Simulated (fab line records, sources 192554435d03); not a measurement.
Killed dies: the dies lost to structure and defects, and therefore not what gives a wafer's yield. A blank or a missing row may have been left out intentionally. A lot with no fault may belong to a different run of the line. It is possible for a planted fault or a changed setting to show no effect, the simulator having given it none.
Matching of chambers -- flow n5 finfet -- N5_FIN_SAQP_HM_DEP_72 on pecvd-02 has 3 sister chambers
The step deposits SiO2 from SiH4/N2O, target thk 12 nm, time 7.2 s. 6 wafers are shown with their chamber, then 8 later ones without.

== WAFERS WITH THEIR CHAMBER ==
wafer,chamber,showerhead plenum p Torr (Torr),heater power w (W)
L168.3,0,8.34,742
L168.6,1,8.04,689
L169.3,1,8.06,768
L175.4,0,8.38,698
L175.5,2,8.33,834
L177.1,2,8.37,787

== WAFERS WITH NO CHAMBER GIVEN ==
wafer,showerhead plenum p Torr (Torr),heater power w (W)
L177.2,8.35,835
L177.6,8.35,842
L180.1,8.36,839
L180.2,8.37,793
L180.5,8.32,841
L184.2,8.35,783
L184.5,8.04,757
L184.6,8.33,780

== WHICH CHAMBER EACH ONE RAN IN ==
wafer,from the rows above,in truth
L177.2,2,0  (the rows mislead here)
L177.6,2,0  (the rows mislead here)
L180.1,2,2
L180.2,can't be placed: 2 or 0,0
L180.5,can't be placed: 2 or 0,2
L184.2,can't be placed: 2 or 0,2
L184.5,1,1
L184.6,can't be placed: 2 or 0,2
Correct placement for 2 of the 8. These rows do not allow placing 4 (true chamber among the candidates in 4). Placed wrongly: 2.
How it was worked out, from the rows above alone: a wafer's distance from a chamber is the root of the sum, over the readings, of the square of ((its reading less the chamber's mean) divided by the reading's scatter). If the next closest chamber is less than 2 further off than the closest, the wafer can't be placed; otherwise it belongs to the closest. The mean given for a chamber averages the wafers shown for that chamber. The scatter is the square root of a quotient: the sum, over the shown wafers, of each reading's squared deviation from its chamber's mean, divided by wafers minus chambers.
